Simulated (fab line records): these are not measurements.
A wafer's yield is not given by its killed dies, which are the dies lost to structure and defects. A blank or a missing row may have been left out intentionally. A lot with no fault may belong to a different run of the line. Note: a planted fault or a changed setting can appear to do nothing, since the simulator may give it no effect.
Comparing a struck lot with a sound one / flow nand-harc / 15 out of 1159 route steps
Sound: wafers L294.3, L294.5, L294.6. Struck: wafer L309.6. (L309.2 of the same lot was not struck and is left out.) The cause comes at the end.
Order at every step that has rows: each side's tool, ch and its chambers, its first start. Under that, the readings that differ: sound wafers / struck wafers / difference of the means / sigmas: that difference in standard deviations of wafers without a fault.
alike: readings with means less than 2 such deviations apart, plus words and numbers identical on both sides. not compared: withheld readings, readings lacking a value on some wafer, bounds such as >300 that could conceal the same value, and numbers that have no deviation in the record and whose values overlap.
A row with sigmas, a row that says differs or no value, or rows on one side alone: a step with any of these is where the two part. Non-overlapping numbers with no deviation appear without sigmas and do not part them. A reading that every wafer of one side lacks parts them only if that side has two wafers or more.

NHARC_A_BLC_INSPECT_12:
  sound: defect-inspect-01 at day 18 17:46; struck: defect-inspect-01 at day 22 21:07
reading=raw-defect-count; sound=8 15 9; struck=52; difference=+41; sigmas=+3
NHARC_A_BLC_DESCUM_15: chemistry O2, time 3 s.
  sound on rie-diel-04 ch 0,3, day 18 17:50; struck on rie-diel-13 ch 1, day 22 21:13
  alike: drypump-motor-current-A, oes-product-au, rf-vpp-V, showerhead-plenum-p-Torr, throttle-valve-pct
  not compared: rf-hours-counter-h
NHARC_A_BLC_ETCH_16: etches the open film in CF4, target depth 39 nm, time 65 s.
  sound on rie-diel-04 ch 1,2,3, day 18 17:55; struck on rie-diel-13 ch 2, day 22 21:17
reading=oes-product-au (a.u.); sound=0.991 0.992 0.984; struck=1.003; difference=+0.014; sigmas=+2
  alike: drypump-motor-current-A, rf-vpp-V, showerhead-plenum-p-Torr, throttle-valve-pct
  not compared: rf-hours-counter-h
then, 2 steps without rows for these wafers: NHARC_A_BLC_ETCH_17 (etches the open film in N2/H2, target depth 390 nm, time 609.38 s); NHARC_A_BLC_ETCH_18 (etches the open film in C4F8/O2/Ar, target depth 910 nm).
NHARC_A_BLC_CD_MEAS_19:
  sound: cd-sem-02 at day 18 18:48; struck: cd-sem-03 at day 22 22:11
  alike: cd-nm
NHARC_A_BLC_STRIP_29: strips in CF4.
  sound on rie-diel-13 ch 0,1,3, day 18 18:53; struck on rie-diel-09 ch 2, day 22 22:17
reading=drypump-motor-current-A (A); sound=5.8 5.5 6.0; struck=4.9; difference=-0.9; sigmas=-2
  alike: oes-product-au, rf-vpp-V, showerhead-plenum-p-Torr, throttle-valve-pct
  not compared: rf-hours-counter-h
then, 2 steps without rows for these wafers: NHARC_A_BLC_STRIP_21 (strips in O2); NHARC_A_BLC_STRIP_22 (strips in post etch residue remover, time 600 s).
NHARC_A_BLC_DEGAS_30: time 60 s.
  sound: pvd-sputter-01 at day 18 19:25; struck: pvd-sputter-03 at day 22 22:49
  alike: heater-power-w, susceptor-temp-C
then, 1 step without rows for these wafers: NHARC_A_BLC_PRE_CLEAN_31 (time 15 s).
NHARC_A_BLC_PVD_32: deposits Ti, target thk 5 nm, time 17.7 s.
  sound on pvd-sputter-01; struck on pvd-sputter-03
reading=throttle-valve-pct (%); sound=28.2 30.0 29.6; struck=31.8; difference=+2.5; sigmas=+2
NHARC_A_BLC_ALD_23: deposits TiN, target thk 3 nm, pulse time 1 s, ald cycles 150.
  sound on ald-metal-02 ch 2,3, day 18 19:40; struck on ald-metal-03 ch 0, day 22 23:04
reading=ald-cycles; sound=150 150 150; struck=128; difference=-22; sigmas=
  alike: heater-power-outer-w, heater-power-w, precursor-pulse-height-rel, susceptor-temp-C
  not compared: since-wet-clean-h
then, 1 step without rows for these wafers: NHARC_A_BLC_CVD_24 (deposits W, target thk 150 nm, time 434 s).
-- the record jumps here: 2 days lie between the struck wafers' starts before and after (it left off in module A_BLC and takes up again in module END, whose first step shown is number 1159 of the route) --
NHARC_END_SORT_01:
  only the struck wafers appear in the record here, on prober-02 ch 0 at day 25 02:50; the sound ones have no rows

WHERE THEY PART
Last at NHARC_END_SORT_01 as far as this record goes, first at NHARC_A_BLC_INSPECT_12.

WHY: what had been put in by the simulator
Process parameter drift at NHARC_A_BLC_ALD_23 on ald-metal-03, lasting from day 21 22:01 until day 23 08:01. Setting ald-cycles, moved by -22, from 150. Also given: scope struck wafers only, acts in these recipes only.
